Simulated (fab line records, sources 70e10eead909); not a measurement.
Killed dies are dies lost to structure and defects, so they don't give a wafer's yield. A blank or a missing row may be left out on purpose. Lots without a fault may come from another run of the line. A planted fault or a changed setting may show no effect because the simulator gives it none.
Chamber matching | flow nand_harc | NHARC_P_M2_ETCH_35 on rie_diel-10: 4 sister chambers
The step etches the open film in N2/H2, target depth 40 nm, overetch 12 nm, time 43.94 s. 4 wafers are shown with their chamber, then 9 later ones without.

WAFERS WITH THEIR CHAMBER
wafer  | chamber | showerhead_plenum_p_Torr (Torr)
L082.5 | 2       | 1.90
L083.4 | 3       | 1.94
L083.5 | 1       | 2.00
L083.6 | 0       | 2.11

WAFERS WITHOUT THEIR CHAMBER
wafer  | showerhead_plenum_p_Torr (Torr)
L091.2 | 2.00
L091.4 | 2.11
L091.5 | 1.93
L092.4 | 1.90
L092.5 | 2.00
L092.6 | 1.90
L097.1 | 1.93
L097.4 | 1.90
L097.5 | 1.93

WHICH CHAMBER EACH WENT THROUGH
wafer  | from the rows above | in truth
L091.2 | 1                   | 1
L091.4 | 0                   | 0
L091.5 | 3                   | 3
L092.4 | 2                   | 2
L092.5 | 1                   | 1
L092.6 | 2                   | 2
L097.1 | 3                   | 3
L097.4 | 2                   | 2
L097.5 | 3                   | 3
Placed correctly: 9 of 9. Can't be placed from these rows: 0. Placed wrongly: 0.
How it was worked out, from the rows above alone: a wafer's distance from a chamber is the root of the sum, over the readings, of the square of ((its reading less the chamber's mean) divided by the reading's scatter). The wafer belongs to the nearest chamber; if the next one is less than 2 further off, it can't be placed. A chamber's mean is the mean of its shown wafers. The scatter: with one shown wafer a chamber, the root of the mean of the squares of how far each hidden wafer lies from its nearest shown one.
